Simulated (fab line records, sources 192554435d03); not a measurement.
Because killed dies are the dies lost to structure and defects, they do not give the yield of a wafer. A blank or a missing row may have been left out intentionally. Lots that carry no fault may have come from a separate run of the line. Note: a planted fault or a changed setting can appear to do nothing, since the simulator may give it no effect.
Split-lot study || flow n5_finfet || on a route of 1938 steps: 7 lots, 21 wafers read

## SPLIT DETAILS
At N5_BEOL_M3_COAT_67 (time 60 s, resist thk 60 nm), the setting spin_rpm was moved away from the recipe's 1500 rpm on 6 of the 21 wafers read, by -9.6% to +10.7%. The other wafers ran this setting at the recipe's value.

## FROM THE SPLIT TO THE READING: what the file shows between them, 9 steps
- N5_BEOL_M3_EXPOSE_25: exposes mask V2, defocus 5 nm (also split here: dose_mj)
- N5_BEOL_M3_PEB_26: peb time 60 s
- N5_BEOL_M3_DEVELOP_27: develop time 30 s
- N5_BEOL_M3_CD_MEAS_28: target cd 25.7 nm, target cd y 23.3 nm
- N5_BEOL_M3_ALD_98: deposits SiO2, target thk 2.5 nm, pulse time 1 s, co reactant pulse time 1 s
- N5_BEOL_M3_ETCHBACK_99: etches SiO2 in CHF3, target depth 5 nm, time 10.4 s
- N5_BEOL_M3_ETCH_70: etches SOC in N2/H2, target depth 80 nm, overetch 16 nm, time 120 s
- N5_BEOL_M3_STRIP_71: strips in N2/H2
- N5_BEOL_M3_STRIP_78: strips in N2/H2

## THE READING
SOC_of_BEOL_M3_COAT_67.thk_nm (the simulator's own value, which no gauge read), in nm, at N5_BEOL_M3_VIA_ETCH_34 (etches the open film in C4F6/O2, target depth 69.4 nm, time 65.9 s). There is no usual value for it anywhere in the file. The 15 wafers here that ran the recipe average 52.1 nm, standard deviation 0.16 nm.

{"wafer": "L075.1", "tool, chamber at the split": "litho_track-03, 0", "spin_rpm as run, rpm": 1500, "against the recipe": "recipe", "SOC_of_BEOL_M3_COAT_67.thk_nm, nm": 52.4, "against lot-mates on the recipe": "-"}
{"wafer": "L075.3", "tool, chamber at the split": "litho_track-03, 0", "spin_rpm as run, rpm": 1500, "against the recipe": "recipe", "SOC_of_BEOL_M3_COAT_67.thk_nm, nm": 52.2, "against lot-mates on the recipe": "-"}
{"wafer": "L075.6", "tool, chamber at the split": "litho_track-03, 0", "spin_rpm as run, rpm": 1500, "against the recipe": "recipe", "SOC_of_BEOL_M3_COAT_67.thk_nm, nm": 52, "against lot-mates on the recipe": "-"}
{"wafer": "L076.1", "tool, chamber at the split": "litho_track-03, 0", "spin_rpm as run, rpm": 1500, "against the recipe": "recipe", "SOC_of_BEOL_M3_COAT_67.thk_nm, nm": 52, "against lot-mates on the recipe": "-"}
{"wafer": "L076.6", "tool, chamber at the split": "litho_track-03, 0", "spin_rpm as run, rpm": 1500, "against the recipe": "recipe", "SOC_of_BEOL_M3_COAT_67.thk_nm, nm": 52, "against lot-mates on the recipe": "-"}
{"wafer": "L076.2", "tool, chamber at the split": "litho_track-03, 0", "spin_rpm as run, rpm": 1660, "against the recipe": "+10.7%", "SOC_of_BEOL_M3_COAT_67.thk_nm, nm": 49.2, "against lot-mates on the recipe": -2.8}
{"wafer": "L085.4", "tool, chamber at the split": "litho_track-05, 0", "spin_rpm as run, rpm": 1500, "against the recipe": "recipe", "SOC_of_BEOL_M3_COAT_67.thk_nm, nm": 52, "against lot-mates on the recipe": "-"}
{"wafer": "L085.5", "tool, chamber at the split": "litho_track-05, 0", "spin_rpm as run, rpm": 1500, "against the recipe": "recipe", "SOC_of_BEOL_M3_COAT_67.thk_nm, nm": 52, "against lot-mates on the recipe": "-"}
{"wafer": "L085.6", "tool, chamber at the split": "litho_track-05, 0", "spin_rpm as run, rpm": 1356, "against the recipe": "-9.6%", "SOC_of_BEOL_M3_COAT_67.thk_nm, nm": 55, "against lot-mates on the recipe": "+3.0"}
{"wafer": "L091.4", "tool, chamber at the split": "litho_track-02, 0", "spin_rpm as run, rpm": 1500, "against the recipe": "recipe", "SOC_of_BEOL_M3_COAT_67.thk_nm, nm": 52, "against lot-mates on the recipe": "-"}
{"wafer": "L091.5", "tool, chamber at the split": "litho_track-02, 0", "spin_rpm as run, rpm": 1396, "against the recipe": "-6.9%", "SOC_of_BEOL_M3_COAT_67.thk_nm, nm": 54.2, "against lot-mates on the recipe": "+2.2"}
{"wafer": "L091.6", "tool, chamber at the split": "litho_track-02, 0", "spin_rpm as run, rpm": 1396, "against the recipe": "-6.9%", "SOC_of_BEOL_M3_COAT_67.thk_nm, nm": 54.2, "against lot-mates on the recipe": "+2.2"}
{"wafer": "L094.1", "tool, chamber at the split": "litho_track-02, 0", "spin_rpm as run, rpm": 1454, "against the recipe": "-3.1%", "SOC_of_BEOL_M3_COAT_67.thk_nm, nm": 53, "against lot-mates on the recipe": "+0.9"}
{"wafer": "L094.2", "tool, chamber at the split": "litho_track-02, 0", "spin_rpm as run, rpm": 1500, "against the recipe": "recipe", "SOC_of_BEOL_M3_COAT_67.thk_nm, nm": 52, "against lot-mates on the recipe": "-"}
{"wafer": "L094.3", "tool, chamber at the split": "litho_track-02, 0", "spin_rpm as run, rpm": 1500, "against the recipe": "recipe", "SOC_of_BEOL_M3_COAT_67.thk_nm, nm": 52.2, "against lot-mates on the recipe": "-"}
{"wafer": "L095.2", "tool, chamber at the split": "litho_track-03, 0", "spin_rpm as run, rpm": 1500, "against the recipe": "recipe", "SOC_of_BEOL_M3_COAT_67.thk_nm, nm": 51.8, "against lot-mates on the recipe": "-"}
{"wafer": "L095.3", "tool, chamber at the split": "litho_track-03, 0", "spin_rpm as run, rpm": 1500, "against the recipe": "recipe", "SOC_of_BEOL_M3_COAT_67.thk_nm, nm": 52.2, "against lot-mates on the recipe": "-"}
{"wafer": "L095.6", "tool, chamber at the split": "litho_track-03, 0", "spin_rpm as run, rpm": 1359, "against the recipe": "-9.4%", "SOC_of_BEOL_M3_COAT_67.thk_nm, nm": 54.8, "against lot-mates on the recipe": "+2.8"}
{"wafer": "L097.1", "tool, chamber at the split": "litho_track-02, 0", "spin_rpm as run, rpm": 1500, "against the recipe": "recipe", "SOC_of_BEOL_M3_COAT_67.thk_nm, nm": 52.2, "against lot-mates on the recipe": "-"}
{"wafer": "L097.3", "tool, chamber at the split": "litho_track-02, 0", "spin_rpm as run, rpm": 1500, "against the recipe": "recipe", "SOC_of_BEOL_M3_COAT_67.thk_nm, nm": 52.2, "against lot-mates on the recipe": "-"}
{"wafer": "L097.4", "tool, chamber at the split": "litho_track-02, 0", "spin_rpm as run, rpm": 1500, "against the recipe": "recipe", "SOC_of_BEOL_M3_COAT_67.thk_nm, nm": 52.4, "against lot-mates on the recipe": "-"}

FIT RESULTS
A straight line over all 21 wafers: SOC_of_BEOL_M3_COAT_67.thk_nm changes by -0.288 nm for each +1% of spin_rpm; r = -0.99; the points scatter about the line by 0.15 nm.
The same after taking each lot's own level away (the mean of its wafers on the recipe; 21 wafers): -0.293 nm for each +1%; r = -0.99; scatter 0.14 nm.
The reading moves by 3.1 nm for the largest change in spin_rpm, on that fit.
The span of the lots' own levels, 52.00 to 52.27 nm, comes to 1.7 times the standard deviation stated above.
So the lot-to-lot level changes the slope little: the two slopes agree.
Check: for one of the wafers moved furthest among these (+10.7%), held out of the fit, the line's prediction against its lot-mates is -3.3 nm. It came out at -2.8 nm against them.

## FURTHER SPLITS ON THESE WAFERS
Other splits were also applied to these wafers ahead of the reading. Each is held against what the fit with the lots' levels taken away leaves over:
{"other split on the same wafers": "N5_BEOL_M0_SAQP_PECVD_97 time_s", "wafers away from the commonest value": 4, "r with SOC_of_BEOL_M3_COAT_67.thk_nm (lot level and that fit taken away)": -0.25}
{"other split on the same wafers": "N5_BEOL_M0_SAQP_COAT_72 spin_rpm", "wafers away from the commonest value": 8, "r with SOC_of_BEOL_M3_COAT_67.thk_nm (lot level and that fit taken away)": -0.06}
{"other split on the same wafers": "N5_BEOL_M1_COAT_61 spin_rpm", "wafers away from the commonest value": 7, "r with SOC_of_BEOL_M3_COAT_67.thk_nm (lot level and that fit taken away)": "+0.33"}
{"other split on the same wafers": "N5_BEOL_M1_COAT_73 temp_c", "wafers away from the commonest value": 9, "r with SOC_of_BEOL_M3_COAT_67.thk_nm (lot level and that fit taken away)": -0.06}
{"other split on the same wafers": "N5_BEOL_M1_TRENCH_ETCH_37 time_s", "wafers away from the commonest value": 8, "r with SOC_of_BEOL_M3_COAT_67.thk_nm (lot level and that fit taken away)": "+0.21"}
{"other split on the same wafers": "N5_BEOL_M2_COAT_05 spin_rpm", "wafers away from the commonest value": 8, "r with SOC_of_BEOL_M3_COAT_67.thk_nm (lot level and that fit taken away)": -0.36}
{"other split on the same wafers": "N5_BEOL_M3_EXPOSE_25 dose_mj", "wafers away from the commonest value": 9, "r with SOC_of_BEOL_M3_COAT_67.thk_nm (lot level and that fit taken away)": -0.08}

## THE WHOLE CHAIN: every reading that the file lists as answering this split, in the file's order
{"step": "N5_BEOL_M3_COAT_67", "what it does": "time 60 s, resist thk 60 nm", "reading": "SOC_of_BEOL_M3_COAT_67.thk_nm (the simulator's own value, which no gauge read)", "change (the file's fit)": "-0.311 nm for each +1% of the setting", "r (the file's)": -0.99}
{"step": "N5_BEOL_M3_ETCH_70", "what it does": "etches SOC in N2/H2, target depth 80 nm, overetch 16 nm, time 120 s", "reading": "etch.depth_nm (the simulator's own value, which no gauge read)", "change (the file's fit)": "-0.309 nm for each +1% of the setting", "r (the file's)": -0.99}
{"step": "N5_BEOL_M3_VIA_ETCH_34", "what it does": "etches the open film in C4F6/O2, target depth 69.4 nm, time 65.9 s", "reading": "SOC_of_BEOL_M3_COAT_67.thk_nm (the simulator's own value, which no gauge read)", "change (the file's fit)": "-0.293 nm for each +1% of the setting", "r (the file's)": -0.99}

## THE FILE'S OWN FIT
SOC_of_BEOL_M3_COAT_67.thk_nm changes by -0.293 nm for each +1% of spin_rpm, r = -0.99.
